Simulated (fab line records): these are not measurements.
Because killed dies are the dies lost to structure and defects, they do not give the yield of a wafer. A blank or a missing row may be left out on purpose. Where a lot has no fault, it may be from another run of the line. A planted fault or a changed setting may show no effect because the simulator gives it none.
fab line records -- flow nand-harc -- part 2 of 2: steps 27 to 36 of 36
record: lots: 5, wafers: 15, last-day: 33
route steps=1302 shown A_ZERO_WELL@401 A_SOURCE_PLATE@413 A_ONON_D1@424
lots untouched by any fault: they come from a run of this same line in which no faults occurred
start-h: the number of hours between the record's first day and the start of the first shown wafer of the lot -- wait-h: hours elapsed since this lot's preceding step -- " same as the row above -- L1.1+2: one row covering several wafers at once -- - value missing, or start not given -- * or withheld: withheld -- < > ~ a bound
route shown NAME@n: NAME is a module with steps in the file, n the number in the route of the first one -- usual: mean and standard deviation over wafers with no fault -- same: alike in all rows -- chamber/n: place in a boat -- sites: the reading at each site -- _std_site: the values' standard deviation -- _edge_site: mean of outer sites minus mean of inner sites -- radius-mm: for every site, how far away it sits from the centre of the wafer -- mask NAME#n: copy n -- behind: the most recent tool/chamber to have shaped the wafer -- hold: why the lot went on hold/how many hours it stayed there/how the hold came to an end -- device: transistor that didn't switch, given as n, p or np -- end of line: tests of these same wafers at the route's end -- where a step has no rows: the recipe by itself -- killed: not the wafer's yield, but the dies lost to structure and defects at the first sort -- map: a wafer's dies, x killed, . not, _ none there
set.NAME: the setting that was run; set.NAME@STEP: the one run at that earlier step -- model.NAME: the simulator's own value behind a step, which no gauge read
certain route steps with their lots: each step a table, each wafer a row
services: from which hour (start-h, from the record's first day; less than 0 if before it) a tool's chamber was out of use, for how many hours, and why
== steps ==
step: NHARC_A_ONON_D1_DEP_09
recipe: target-thk-a: 10000, n2-flow-sccm: 2750, n2o-flow-sccm: 2000, nh3-flow-sccm: 500, sih4-flow-sccm: 210, temp-c: 400
usual: n2-flow-sccm: 2750/9.2
lot.wafer,tool,chamber,start-h,wait-h,n2-flow-sccm
L081.1,pecvd-onon-03,0,242.59,0.1,2754
L081.2,pecvd-onon-03,0,242.59,0.1,2746
L081.3,pecvd-onon-03,0,242.59,0.1,2734
L082.2,pecvd-onon-03,0,248.75,0.1,2748
L082.3,pecvd-onon-03,0,248.75,0.1,2737
L082.6,pecvd-onon-03,0,248.75,0.1,2738
L084.1,pecvd-onon-04,0,260.84,0.1,2759
L084.5,pecvd-onon-04,0,260.84,0.1,2744
L084.6,pecvd-onon-04,0,260.84,0.1,2755
L092.3,pecvd-onon-03,0,340.67,0.2,2750
L092.5,pecvd-onon-03,0,340.67,0.2,2767
L092.6,pecvd-onon-03,0,340.67,0.2,2761
L097.2,pecvd-onon-02,0,388.65,0.1,2766
L097.3,pecvd-onon-02,0,388.65,0.1,2755
L097.4,pecvd-onon-02,0,388.65,0.1,2761
step: NHARC_A_ONON_D1_THK_MEAS_11
recipe: thk-meas-gauge: ellipsometry
usual: thk-nm: 999/8.8
lot.wafer,tool,chamber,start-h,wait-h,thk-nm
L081.1,film-metro-02,-,243.10,-,1004
L081.2,film-metro-02,-,243.10,-,1005
L081.3,film-metro-02,-,243.10,-,1003
L082.2,film-metro-01,-,249.21,-,989
L082.3,film-metro-01,-,249.21,-,988
L082.6,film-metro-01,-,249.21,-,990
L084.1,film-metro-01,-,261.34,-,1018
L084.5,film-metro-01,-,261.34,-,1020
L084.6,film-metro-01,-,261.34,-,1017
L092.3,film-metro-01,-,341.06,-,996
L092.5,film-metro-01,-,341.06,-,998
L092.6,film-metro-01,-,341.06,-,998
L097.2,film-metro-02,-,389.10,-,988
L097.3,film-metro-02,-,389.10,-,986
L097.4,film-metro-02,-,389.10,-,985
step: NHARC_A_ONON_D1_DEP_12
recipe: target-thk-a: 10000, n2-flow-sccm: 2750, n2o-flow-sccm: 2000, nh3-flow-sccm: 500, sih4-flow-sccm: 210, temp-c: 400
usual: n2-flow-sccm: 2751/8.8
lot.wafer,tool,chamber,start-h,wait-h,n2-flow-sccm
L081.1,pecvd-onon-02,0,243.15,0.1,2748
L081.2,pecvd-onon-02,0,243.15,0.1,2752
L081.3,pecvd-onon-02,0,243.15,0.1,2754
L082.2,pecvd-onon-04,0,249.32,0.1,2753
L082.3,pecvd-onon-04,0,249.32,0.1,2733
L082.6,pecvd-onon-04,0,249.32,0.1,2737
L084.1,pecvd-onon-03,0,261.40,0.1,2744
L084.5,pecvd-onon-03,0,261.40,0.1,2759
L084.6,pecvd-onon-03,0,261.40,0.1,2767
L092.3,pecvd-onon-02,0,341.24,0.2,2756
L092.5,pecvd-onon-02,0,341.24,0.2,2746
L092.6,pecvd-onon-02,0,341.24,0.2,2746
L097.2,pecvd-onon-03,0,389.21,0.1,2756
L097.3,pecvd-onon-03,0,389.21,0.1,2747
L097.4,pecvd-onon-03,0,389.21,0.1,2748
step: NHARC_A_ONON_D1_THK_MEAS_14
recipe: thk-meas-gauge: ellipsometry
usual: thk-nm: 1002/8.7
lot.wafer,tool,chamber,start-h,wait-h,thk-nm
L081.1,film-metro-01,-,243.67,-,1010
L081.2,film-metro-01,-,243.67,-,1010
L081.3,film-metro-01,-,243.67,-,1010
L082.2,film-metro-02,-,249.77,-,1018
L082.3,film-metro-02,-,249.77,-,1016
L082.6,film-metro-02,-,249.77,-,1016
L084.1,film-metro-01,-,261.91,-,997
L084.5,film-metro-01,-,261.91,-,997
L084.6,film-metro-01,-,261.91,-,994
L092.3,film-metro-01,-,341.63,-,1013
L092.5,film-metro-01,-,341.63,-,1012
L092.6,film-metro-01,-,341.63,-,1012
L097.2,film-metro-01,-,389.67,-,1008
L097.3,film-metro-01,-,389.67,-,1007
L097.4,film-metro-01,-,389.67,-,1008
step: NHARC_A_ONON_D1_ANNEAL_15
recipe: temp-c: 750, time-s: 3600
usual: spike-tc-bottom-C: 774.2/2.5, tube_center_temp_C_max: 751.88/0.3
same: time-s: 3600
lot.wafer,tool,chamber,start-h,wait-h,spike-tc-bottom-C,tube_center_temp_C_max
L081.1,furnace-04,0,247.06,3.4,777.1,751.88
L081.2,furnace-04,0,247.06,3.4,774.2,751.74
L081.3,furnace-04,0,247.06,3.4,775.5,752.40
L082.2,furnace-04,0,253.16,3.4,774.6,752.23
L082.3,furnace-04,0,253.16,3.4,773.0,751.75
L082.6,furnace-04,0,253.16,3.4,775.2,752.31
L084.1,furnace-04,0,265.30,3.4,777.1,752.03
L084.5,furnace-04,0,265.30,3.4,776.4,752.05
L084.6,furnace-04,0,265.30,3.4,774.6,751.66
L092.3,furnace-07,0,346.54,4.9,770.5,752.08
L092.5,furnace-07,0,346.54,4.9,772.1,752.13
L092.6,furnace-07,0,346.54,4.9,771.0,751.53
L097.2,furnace-04,0,393.06,3.4,774.3,751.75
L097.3,furnace-04,0,393.06,3.4,776.3,751.71
L097.4,furnace-04,0,393.06,3.4,775.7,751.72
step: NHARC_A_ONON_D1_DEP_16
recipe: target-thk-a: 10000, n2-flow-sccm: 2750, n2o-flow-sccm: 2000, nh3-flow-sccm: 500, sih4-flow-sccm: 210, temp-c: 400
usual: n2-flow-sccm: 2750/7.4
lot.wafer,tool,chamber,start-h,wait-h,n2-flow-sccm
L081.1,pecvd-onon-02,0,250.94,0.1,2747
L081.2,pecvd-onon-02,0,250.94,0.1,2751
L081.3,pecvd-onon-02,0,250.94,0.1,2746
L082.2,pecvd-onon-02,0,257.15,0.1,2748
L082.3,pecvd-onon-02,0,257.15,0.1,2753
L082.6,pecvd-onon-02,0,257.15,0.1,2753
L084.1,pecvd-onon-02,0,269.16,0.1,2751
L084.5,pecvd-onon-02,0,269.16,0.1,2741
L084.6,pecvd-onon-02,0,269.16,0.1,2749
L092.3,pecvd-onon-02,0,350.62,0.2,2771
L092.5,pecvd-onon-02,0,350.62,0.2,2769
L092.6,pecvd-onon-02,0,350.62,0.2,2762
L097.2,pecvd-onon-02,0,397.07,0.1,2745
L097.3,pecvd-onon-02,0,397.07,0.1,2750
L097.4,pecvd-onon-02,0,397.07,0.1,2749
step: NHARC_A_ONON_D1_THK_MEAS_18
recipe: thk-meas-gauge: ellipsometry
usual: thk-nm: 1000/8.1
lot.wafer,tool,chamber,start-h,wait-h,thk-nm
L081.1,film-metro-01,-,251.45,-,997
L081.2,film-metro-01,-,251.45,-,998
L081.3,film-metro-01,-,251.45,-,997
L082.2,film-metro-01,-,257.60,-,1008
L082.3,film-metro-01,-,257.60,-,1008
L082.6,film-metro-01,-,257.60,-,1008
L084.1,film-metro-01,-,269.68,-,1013
L084.5,film-metro-01,-,269.68,-,1012
L084.6,film-metro-01,-,269.68,-,1011
L092.3,film-metro-01,-,351.02,-,1010
L092.5,film-metro-01,-,351.02,-,1010
L092.6,film-metro-01,-,351.02,-,1011
L097.2,film-metro-01,-,397.52,-,993
L097.3,film-metro-01,-,397.52,-,993
L097.4,film-metro-01,-,397.52,-,992
step: NHARC_A_ONON_D1_DEP_19
recipe: target-thk-a: 10000, n2-flow-sccm: 2750, n2o-flow-sccm: 2000, nh3-flow-sccm: 500, sih4-flow-sccm: 210, temp-c: 400
usual: n2-flow-sccm: 2749/8.2
lot.wafer,tool,chamber,start-h,wait-h,n2-flow-sccm
L081.1,pecvd-onon-04,0,251.50,0.1,2756
L081.2,pecvd-onon-04,0,251.50,0.1,2749
L081.3,pecvd-onon-04,0,251.50,0.1,2745
L082.2,pecvd-onon-03,0,257.71,0.1,2764
L082.3,pecvd-onon-03,0,257.71,0.1,2757
L082.6,pecvd-onon-03,0,257.71,0.1,2750
L084.1,pecvd-onon-03,0,269.73,0.1,2760
L084.5,pecvd-onon-03,0,269.73,0.1,2765
L084.6,pecvd-onon-03,0,269.73,0.1,2759
L092.3,pecvd-onon-03,0,351.19,0.2,2760
L092.5,pecvd-onon-03,0,351.19,0.2,2744
L092.6,pecvd-onon-03,0,351.19,0.2,2759
L097.2,pecvd-onon-03,0,397.64,0.1,2745
L097.3,pecvd-onon-03,0,397.64,0.1,2745
L097.4,pecvd-onon-03,0,397.64,0.1,2732
step: NHARC_A_ONON_D1_THK_MEAS_21
recipe: thk-meas-gauge: ellipsometry
usual: thk-nm: 996/14
lot.wafer,tool,chamber,start-h,wait-h,thk-nm
L081.1,film-metro-02,-,252.02,-,1003
L081.2,film-metro-02,-,252.02,-,1001
L081.3,film-metro-02,-,252.02,-,1003
L082.2,film-metro-01,-,258.16,-,970
L082.3,film-metro-01,-,258.16,-,970
L082.6,film-metro-01,-,258.16,-,971
L084.1,film-metro-02,-,270.24,-,994
L084.5,film-metro-02,-,270.24,-,995
L084.6,film-metro-02,-,270.24,-,996
L092.3,film-metro-02,-,351.59,-,1001
L092.5,film-metro-02,-,351.59,-,1002
L092.6,film-metro-02,-,351.59,-,1003
L097.2,film-metro-02,-,398.09,-,1019
L097.3,film-metro-02,-,398.09,-,1022
L097.4,film-metro-02,-,398.09,-,1022
step: NHARC_A_ONON_D1_DEP_22
recipe: target-thk-a: 10000, n2-flow-sccm: 2750, n2o-flow-sccm: 2000, nh3-flow-sccm: 500, sih4-flow-sccm: 210, temp-c: 400
usual: n2-flow-sccm: 2749/7.8
lot.wafer,tool,chamber,start-h,wait-h,n2-flow-sccm
L081.1,pecvd-onon-02,0,252.07,0.1,2760
L081.2,pecvd-onon-02,0,252.07,0.1,2763
L081.3,pecvd-onon-02,0,252.07,0.1,2764
L082.2,pecvd-onon-04,0,258.27,0.1,2734
L082.3,pecvd-onon-04,0,258.27,0.1,2745
L082.6,pecvd-onon-04,0,258.27,0.1,2741
L084.1,pecvd-onon-02,0,270.30,0.1,2763
L084.5,pecvd-onon-02,0,270.30,0.1,2758
L084.6,pecvd-onon-02,0,270.30,0.1,2760
L092.3,pecvd-onon-04,0,351.76,0.2,2755
L092.5,pecvd-onon-04,0,351.76,0.2,2754
L092.6,pecvd-onon-04,0,351.76,0.2,2740
L097.2,pecvd-onon-04,0,398.21,0.1,2741
L097.3,pecvd-onon-04,0,398.21,0.1,2753
L097.4,pecvd-onon-04,0,398.21,0.1,2757
== services ==
tool,chamber,start-h,hours,kind
wet-bench-07,-,200.41,2.8,repair
wet-bench-02,-,202.47,2.6,repair
lpcvd-poly-02,-,206.00,26.0,pm
furnace-01,-,210.96,26.0,pm
pecvd-onon-03,-,227.04,13.0,pm
wet-bench-04,-,227.20,8.0,pm
rie-si-04,-,231.77,0.7,repair
rie-si-04,0,252.86,12.8,repair
rie-si-01,0,254.84,1.3,repair
wet-bench-02,-,259.06,8.0,pm
rie-diel-13,-,259.32,0.2,repair
pvd-sputter-03,-,273.05,12.4,repair
litho-track-03,-,275.00,7.0,pm
wet-bench-01,-,277.74,8.0,pm
rie-diel-03,-,281.33,9.0,pm
implanter-02,-,293.55,1.5,repair
pecvd-onon-04,-,311.05,13.0,pm
rie-diel-13,2,315.50,9.8,repair
rie-diel-13,3,324.55,11.4,repair
rie-diel-13,-,342.01,9.0,pm
implanter-02,-,348.76,7.3,repair
wet-bench-09,-,352.80,8.0,pm
pecvd-onon-02,-,366.20,13.0,pm
wet-bench-06,-,369.60,8.0,pm
